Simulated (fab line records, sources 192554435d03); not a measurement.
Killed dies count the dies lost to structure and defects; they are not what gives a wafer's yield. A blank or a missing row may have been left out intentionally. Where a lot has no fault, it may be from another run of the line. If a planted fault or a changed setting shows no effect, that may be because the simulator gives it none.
Struck lot and sound lot, side by side / flow n5 finfet / 15 steps out of a route of 1938
Sound: wafers L305.1, L305.4, L305.5. Struck: wafer L309.3 (L309.2, L309.4, from the same lot, were not struck and are left out); the cause is given at the end.
Each step with rows lists, per side, the tool, then ch with its chambers, then its first start. Under that, the readings that differ: sound wafers / struck wafers / difference of the means / sigmas: that difference in standard deviations of wafers without a fault.
alike: readings whose means differ by less than 2 such deviations, and words and numbers that are the same on both sides. not compared: withheld readings, readings that some wafer has no value for, bounds like >300 that may hide the same value, and numbers for which the record gives no deviation and whose values overlap.
The two part at a step that has a row with sigmas, a row that says differs or no value, or rows on one side only. When numbers do not overlap yet have no deviation, they are printed without sigmas and do not part them. A reading that every wafer of one side lacks parts them only if that side has two wafers or more.

N5_BEOL_M4_CO_CAP_55: material Co, precursor CCTBA/H2, target thk 2 nm, time 102.1 s.
  sound on cvd co-01 ch 1,2, day 9 15:13; struck on cvd co-01 ch 2, day 11 00:13
  alike: heater power w
then, 2 steps without rows for these wafers: N5_BEOL_M4_PRE_CLEAN_56 (time 15 s); N5_BEOL_M4_DEP_57 (deposits SiCN from 3MS/NH3, target thk 8 nm, time 14 s).
N5_BEOL_M4_RS_MEAS_58: measures by four-point-probe.
  sound on film metro-01 at day 9 15:25; struck on film metro-02 at day 11 00:24
  alike: M4_RS
N5_BEOL_M4_INSPECT_59: inspects for defects (darkfield).
  sound on defect inspect-01 at day 9 15:26; struck on defect inspect-02 at day 11 00:26
  alike: raw defect count
N5_BEOL_M4_RC_MEAS_101:
  sound on prober-02 ch 0, day 9 15:28; struck on prober-01 ch 0, day 11 00:37
  alike: DIBL_N, DIBL_P, IOFF_N, IOFF_P, ION_N, ION_P, SS_N, SS_P, VT_N, VT_P
N5_BEOL_M5_ILD_DEP_00: deposits SiCOH lowk from DEMS/porogen, target thk 140.64 nm, time 25.9 s.
  sound on pecvd-03 ch 0, day 9 16:25; struck on pecvd-04 ch 2, day 11 01:25
  alike: heater power w, showerhead plenum p Torr, throttle valve pct
N5_BEOL_M5_CURE_79: cures SiCOH lowk, time 240 s.
  sound on uv cure-03 ch 1, day 9 16:30; struck on uv cure-02 ch 2, day 11 01:35
  alike: lamp power pct, wafer_temp_C_max
N5_BEOL_M5_THK_MEAS_01:
  sound on film metro-01 at day 9 17:01; struck on film metro-02 at day 11 02:01
  alike: M5_ILD_THK
N5_BEOL_M5_PECVD_70: deposits SiO2 from TEOS/O2, target thk 16 nm, time 18 s.
  sound on pecvd-03 ch 0,1, day 9 17:03; struck on pecvd-01 ch 2, day 11 02:03
reading=showerhead plenum p Torr (Torr); sound=8.88 8.92 8.91; struck=8.74; difference=-0.16; sigmas=-2
reading=throttle valve pct (%); sound=23.1 24.0 23.0; struck=20.5; difference=-2.9; sigmas=-2
  alike: heater power w
N5_BEOL_M5_HM_DEP_02: deposits TiN, target thk 20 nm.
  sound on pvd sputter-03 at day 9 18:29; struck on pvd sputter-01 at day 11 03:49
  alike: throttle valve pct
then, 1 step without rows for these wafers: N5_BEOL_M5_COAT_59 (time 60 s, resist thk 60 nm).
N5_BEOL_M5_COAT_60: time 60 s, resist thk 12 nm.
  sound on litho track-02 ch 0, day 9 18:37; struck on litho track-02 ch 0, day 11 03:56
reading=run length s (s); sound=66.14 66.05 66.08; struck=73.36; difference=+7.27; sigmas=+48
  alike: chill plate temp C
then, 1 step without rows for these wafers: N5_BEOL_M5_COAT_71 (time 60 s, resist thk 5 nm).
N5_PASSIVATION_PROBE_49:
  the record holds rows for the sound wafers here (prober-02, day 14 03:12) but none for the struck ones

WHERE THEY PART
First at N5_BEOL_M5_PECVD_70; last, within this record, at N5_PASSIVATION_PROBE_49.

WHY: the cause the simulator had injected
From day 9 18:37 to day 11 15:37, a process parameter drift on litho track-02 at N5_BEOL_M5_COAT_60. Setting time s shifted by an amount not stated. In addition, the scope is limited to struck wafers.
